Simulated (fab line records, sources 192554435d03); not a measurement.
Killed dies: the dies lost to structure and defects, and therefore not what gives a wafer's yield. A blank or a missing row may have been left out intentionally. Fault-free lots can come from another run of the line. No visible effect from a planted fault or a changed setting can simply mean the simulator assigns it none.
Split-lot study	flow n5-finfet	21 wafers read across 7 lots, on a route 1938 steps long

== SPLIT DETAILS ==
At N5_BEOL_M1_ETCH_64 (etches SOC in N2/H2, target depth 75 nm, overetch 15 nm, time 112.5 s), the setting time-s was moved away from the recipe's 112.5 s on 5 of the 21 wafers read, by -9.4% to +19.0%. This setting was run at the recipe's value on the other wafers.

== FROM THE SPLIT TO THE READING: what the file shows between them, 3 steps ==
- N5_BEOL_M1_STRIP_65: strips in N2/H2
- N5_BEOL_M1_STRIP_75: strips in N2/H2
- N5_BEOL_M1_STRIP_66: strips in CF4

== THE READING ==
etch.depth-nm (the simulator's own value, which no gauge read), in nm, at N5_BEOL_M1_HM_OPEN_17 (chemistry Cl2/BCl3, target TiN, target depth 20 nm, overetch 6 nm). No usual value for it is given in the file. Here, 16 wafers ran the recipe; their average is 20.04 nm with a standard deviation of 0.36 nm.

wafer	tool, chamber at the split	time-s as run, s	against the recipe	etch.depth-nm, nm	against lot-mates on the recipe
L079.1	rie-diel-06, 2	127.2	+13.1%	18.4	-1.20
L079.4	rie-diel-06, 0,2	112.5	recipe	19.52	-
L079.5	rie-diel-06, 0,2	112.5	recipe	19.67	-
L081.2	rie-diel-06, 3,1,3	112.5	recipe	20.69	-
L081.3	rie-diel-06, 3,1,3	112.5	recipe	20.26	-
L081.6	rie-diel-06, 3,1,3	112.5	recipe	20.57	-
L083.1	rie-diel-04, 3	112.5	recipe	19.67	-
L083.3	rie-diel-04, 1,0	101.9	-9.4%	19.69	+0.02
L083.5	rie-diel-04, 1,0	101.9	-9.4%	19.68	+0.01
L086.3	rie-diel-04, 0,1,0	112.5	recipe	20.17	-
L086.6	rie-diel-04, 0,1,0	112.5	recipe	20.17	-
L086.5	rie-diel-04, 0,1,0	112.5	recipe	20.01	-
L090.1	rie-diel-01, 0,3	133.9	+19.0%	18.21	-1.92
L090.5	rie-diel-01, 0	112.5	recipe	20.13	-
L090.6	rie-diel-01, 0,3	133.9	+19.0%	18.31	-1.82
L091.1	rie-diel-01, 3,1,1	112.5	recipe	19.68	-
L091.2	rie-diel-01, 3,1,1	112.5	recipe	19.73	-
L091.5	rie-diel-01, 3,1,1	112.5	recipe	19.53	-
L092.4	rie-diel-04, 2,0,3	112.5	recipe	20.22	-
L092.5	rie-diel-04, 2,0,3	112.5	recipe	20.52	-
L092.6	rie-diel-04, 2,0,3	112.5	recipe	20.08	-
If several chambers appear in one row, that row covers several wafers at once and the file leaves open which wafer was in which chamber.

FIT RESULTS
A straight line over all 21 wafers: etch.depth-nm changes by -0.0717 nm for each +1% of time-s; r = -0.74; the points scatter about the line by 0.48 nm.
The same after taking each lot's own level away (the mean of its wafers on the recipe; 21 wafers): -0.0778 nm for each +1%; r = -0.91; scatter 0.27 nm.
According to that fit, moving time-s by its largest amount changes the reading by 1.5 nm.
Across the lots, their own levels run from 19.595 to 20.507 nm, a range of 2.5 times the standard deviation given above.
So the lot-to-lot level blurs the effect unless lot-mates are compared.
Check: -1.42 nm against its lot-mates is what the line predicts for one of the wafers moved furthest among these (+19.0%) when that wafer is left out of the fit. Against them it came out at -1.92 nm.

== THESE WAFERS: OTHER SPLITS ==
Note: prior to the reading, these wafers also went through further splits. Each is held against what the fit with the lots' levels taken away leaves over:
other split on the same wafers	wafers away from the commonest value	r with etch.depth-nm (lot level and that fit taken away)
N5_MOL_CONTACT_COAG_VIA_ETCH_46 bias-w	6	+0.22
N5_BEOL_M0_SAQP_PECVD_96 time-s	7	-0.02
N5_BEOL_M0_TRENCH_ETCH_107 target-depth-a	7	-0.40
N5_BEOL_M0_ETCH_109 bias-w	6	+0.14

== THE FILE'S OWN FIT ==
etch.depth-nm changes by -0.0824 nm for each +1% of time-s, r = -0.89.
